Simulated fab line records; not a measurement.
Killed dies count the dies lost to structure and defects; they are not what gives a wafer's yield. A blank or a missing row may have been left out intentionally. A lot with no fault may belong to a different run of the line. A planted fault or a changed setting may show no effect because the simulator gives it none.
What tool caused it? | flow n5Finfet | 9 lots with 27 wafers sampled at 4 steps, on a route of 1938 steps

## WHAT EACH GAUGE READ, for each wafer
N5_BEOL_M4_INSPECT_59: inspects for defects (darkfield).
lot  | measured     | on               | rawDefectCount
L487 | day 8 04:20  | defectInspect-02 | 101 70 100
L488 | day 8 14:10  | defectInspect-02 | 59 63 77
L489 | day 8 20:41  | defectInspect-01 | 95 71 99
L490 | day 9 02:59  | defectInspect-02 | 88 67 46
L494 | day 10 15:26 | defectInspect-02 | 99 72 98
L500 | day 11 17:11 | defectInspect-01 | 78 104 87
L501 | day 11 19:50 | defectInspect-02 | 368 55 50
L502 | day 12 02:32 | defectInspect-02 | 27 418 51
L508 | day 13 20:37 | defectInspect-01 | 78 93 79

## TOOL THAT RAN EACH LOT (tool first, then ch and the chambers of the sampled wafers, then the start)
lot  | N5_BEOL_M4_SPUTTER_86       | N5_BEOL_M4_SPUTTER_94       | N5_BEOL_M4_CO_CAP_55
L487 | pvdSputter-03, day 8 02:10  | pvdSputter-03, day 8 03:02  | cvdCo-01 ch 0,1,2, day 8 04:07
L488 | pvdSputter-02, day 8 10:37  | pvdSputter-02, day 8 11:30  | cvdCo-01 ch 1,2, day 8 13:58
L489 | pvdSputter-03, day 8 18:24  | pvdSputter-03, day 8 19:17  | cvdCo-02 ch 0,1, day 8 20:28
L490 | pvdSputter-02, day 8 23:37  | pvdSputter-02, day 9 00:30  | cvdCo-01 ch 0,2, day 9 02:47
L494 | pvdSputter-01, day 10 10:31 | pvdSputter-01, day 10 11:23 | cvdCo-01 ch 1,2, day 10 15:14
L500 | pvdSputter-01, day 11 15:01 | pvdSputter-01, day 11 15:53 | cvdCo-02 ch 0,1,2, day 11 16:58
L501 | pvdSputter-01, day 11 16:57 | pvdSputter-01, day 11 17:50 | cvdCo-01 ch 0,1,2, day 11 19:40
L502 | pvdSputter-03, day 12 00:20 | pvdSputter-03, day 12 01:13 | cvdCo-01 ch 0,1,2, day 12 02:19
L508 | pvdSputter-02, day 13 18:11 | pvdSputter-02, day 13 19:04 | cvdCo-02 ch 0,1, day 13 20:25
- N5_BEOL_M4_SPUTTER_86: material Cu, target thk 4.5 nm, time 8.29 s.
- N5_BEOL_M4_SPUTTER_94: material Cu, target thk 4.5 nm, time 8.29 s.
- N5_BEOL_M4_CO_CAP_55: material Co, precursor CCTBA/H2, target thk 2 nm, time 102.1 s.

## THE ANSWER, worked out from the rows above alone
Rule: the usual values come from the lots themselves. Put in order of their means at a reading, lots are off if they are a third of the lots or fewer, leave a main group of 4 or more, and stand apart from it by a gap of 3 or more times the standard deviation of the main group's means; of several such gaps the widest counts. If all means in a main group match to the digits the tables above print for the reading, that group is not used. Also off: a lot with no number at a reading for which 4 or more lots have one. The other lots that the step has rows for count as sound.
Off: L501, L502, at N5_BEOL_M4_INSPECT_59 (rawDefectCount). Mean 82 and standard deviation 10 in the main group.
If a tool, at a process step before that reading, ran all the lots that are off and no sound lot after the first of them, it fits. Those tools and the gauges at N5_BEOL_M4_INSPECT_59 are tried in the same way. 2 tools fit, cvdCo-01 at N5_BEOL_M4_CO_CAP_55 and defectInspect-02 at N5_BEOL_M4_INSPECT_59, so this cannot tell which one it is.

## WHAT THE SIMULATOR HAD PUT IN
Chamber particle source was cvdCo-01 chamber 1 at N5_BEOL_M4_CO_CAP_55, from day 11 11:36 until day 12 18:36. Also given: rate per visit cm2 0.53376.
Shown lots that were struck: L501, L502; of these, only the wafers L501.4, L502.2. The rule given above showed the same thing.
